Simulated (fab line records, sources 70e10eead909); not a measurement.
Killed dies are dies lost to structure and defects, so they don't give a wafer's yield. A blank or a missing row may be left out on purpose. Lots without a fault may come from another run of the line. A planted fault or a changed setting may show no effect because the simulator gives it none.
A struck lot beside a sound one | flow nand_harc | 15 steps out of a route of 1302
Sound: wafers L658.2, L658.5, L658.6. Struck: wafer L662.4. (L662.5 of the same lot was not struck and is left out.) The cause comes at the end.
At each step with rows: each side's tool, then ch and its chambers, then its first start. Under that, the readings that differ: sound wafers | struck wafers | difference of the means | sigmas: that difference in standard deviations of wafers without a fault.
alike: readings whose means differ by less than 2 such deviations, and words and numbers that are the same on both sides. not compared: withheld readings, readings that some wafer has no value for, bounds like >300 that may hide the same value, and numbers for which the record gives no deviation and whose values overlap.
The two part at a step that has a row with sigmas, a row that says differs or no value, or rows on one side only. Numbers that don't overlap but have no deviation are shown without sigmas and don't part them. A reading that every wafer of one side lacks parts them only if that side has two wafers or more.

first, 7 steps without rows for these wafers: NHARC_P_CONTACT_COAT_34 (time 65 s); NHARC_P_CONTACT_COAT_06 (resist thk 90 nm); NHARC_P_CONTACT_SOFTBAKE_07 (time 55 s); NHARC_P_CONTACT_EBR_08; NHARC_P_CONTACT_EXPOSE_09 (exposes mask P CA, target cd 90 nm); NHARC_P_CONTACT_PEB_10 (peb time 65 s); NHARC_P_CONTACT_DEVELOP_11 (develop time 35 s).
NHARC_P_CONTACT_CD_MEAS_12: target cd 90 nm.
  sound on cd_sem-03 ch 0, day 10 19:25; struck on cd_sem-03 ch 0, day 13 06:02
  reading    | sound          | struck | difference | sigmas
  cd_nm (nm) | 89.1 89.2 89.4 | 91.1   | +1.9       | +2
NHARC_P_CONTACT_OVL_MEAS_13:
  sound on overlay-01, day 10 19:31; struck on overlay-01, day 13 06:07
  reading           | sound       | struck | difference | sigmas
  overlay_x_nm (nm) | 0.7 0.8 1.1 | -0.8   | -1.7       | -2
  alike: overlay_y_nm
NHARC_P_CONTACT_INSPECT_14:
  sound on defect_inspect-02, day 10 19:33; struck on defect_inspect-02, day 13 06:09
  alike: raw_defect_count
NHARC_P_CONTACT_DESCUM_17: chemistry O2, time 3 s.
  sound on rie_diel-13 ch 1,2, day 10 19:37; struck on rie_diel-13 ch 3, day 13 06:14
  alike: drypump_motor_current_A, oes_product_au, rf_vpp_V, showerhead_plenum_p_Torr, throttle_valve_pct
  not compared: rf_hours_counter_h
NHARC_P_CONTACT_ETCH_35: etches the open film in CF4, target depth 39 nm, time 65 s.
  sound on rie_diel-13 ch 0,1,3, day 10 19:43; struck on rie_diel-13 ch 0, day 13 06:18
  alike: bias_w, drypump_motor_current_A, oes_product_au, rf_vpp_V, showerhead_plenum_p_Torr, throttle_valve_pct
  not compared: rf_hours_counter_h
NHARC_P_CONTACT_ETCH_36: etches the open film in N2/H2, target depth 260 nm, time 406.25 s.
  sound on rie_diel-13 ch 0,1, day 10 19:47; struck on rie_diel-13 ch 1, day 13 06:27
  reading               | sound             | struck | difference | sigmas
  oes_product_au (a.u.) | 0.976 0.989 1.019 | 0.862  | -0.133     | -9
  alike: bias_w, drypump_motor_current_A, rf_vpp_V, showerhead_plenum_p_Torr, throttle_valve_pct
  not compared: rf_hours_counter_h
NHARC_P_CONTACT_ETCH_18: etches the open film in C4F8/O2/Ar, target depth 481 nm, time 240.5 s.
  sound on rie_diel-13 ch 0,2,3; struck on rie_diel-13 ch 1
  alike: bias_w, oes_product_au, rf_vpp_V
  not compared: rf_hours_counter_h
-- the record jumps here: 19 days lie between the struck wafers' starts before and after (it left off in module P_CONTACT and takes up again in module END, whose first step shown is number 1302 of the route) --
NHARC_END_SORT_01:
  sound on prober-02 ch 0, day 29 08:09; struck on prober-02 ch 0, day 32 08:27
  reading             | sound    | struck | difference | sigmas
  killed_at_periphery | 7 1 3    | 388    | +384       | +99 or more
  killed_dies         | 69 74 69 | 462    | +391       | +17
  alike: killed_at_array, killed_at_other, killed_open, killed_short

WHERE THEY PART
First at NHARC_P_CONTACT_CD_MEAS_12; last, within this record, at NHARC_END_SORT_01.

WHY: what the simulator had put in
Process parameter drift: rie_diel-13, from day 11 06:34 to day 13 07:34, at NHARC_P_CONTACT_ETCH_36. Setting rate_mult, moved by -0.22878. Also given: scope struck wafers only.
